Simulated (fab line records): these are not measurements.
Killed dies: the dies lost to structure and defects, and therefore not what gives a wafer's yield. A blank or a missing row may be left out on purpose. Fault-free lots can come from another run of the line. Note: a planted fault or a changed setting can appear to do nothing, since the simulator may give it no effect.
Chamber matching | flow n5-finfet | rie-si-04 running N5_FIN_SAQP_ETCH_64: 4 sister chambers
The step etches SiO2 in CF4, target depth 1.5 nm. 4 wafers are shown with their chamber, then 9 later ones without.

== WAFERS WITH THEIR CHAMBER ==
wafer  | chamber | throttle-valve-pct (%)
L084.1 | 0       | 21.93
L084.4 | 1       | 21.65
L084.5 | 2       | 22.14
L084.6 | 3       | 21.88

== WAFERS WHOSE CHAMBER IS MISSING ==
wafer  | throttle-valve-pct (%)
L085.1 | 21.87
L085.2 | 21.93
L085.3 | 22.14
L085.4 | 21.65
L085.5 | 21.87
L085.6 | 21.93
L086.1 | 21.64
L086.3 | 22.14
L086.4 | 21.86

== WHICH CHAMBER EACH ONE RAN IN ==
wafer  | from the rows above | in truth
L085.1 | 3                   | 3
L085.2 | 0                   | 0
L085.3 | 2                   | 2
L085.4 | 1                   | 1
L085.5 | 3                   | 3
L085.6 | 0                   | 0
L086.1 | 1                   | 1
L086.3 | 2                   | 2
L086.4 | 3                   | 3
Correct placement for 9 of the 9. Number that these rows cannot place: 0. 0 placed wrongly.
How it was worked out, from the rows above alone: a wafer's distance from a chamber is the root of the sum, over the readings, of the square of ((its reading less the chamber's mean) divided by the reading's scatter). The wafer belongs to the nearest chamber; if the next one is less than 2 further off, it can't be placed. For every chamber, the mean is computed from those of its wafers that are shown. The scatter: root of mean squared gap, hidden wafer to nearest shown wafer, with one shown wafer a chamber.
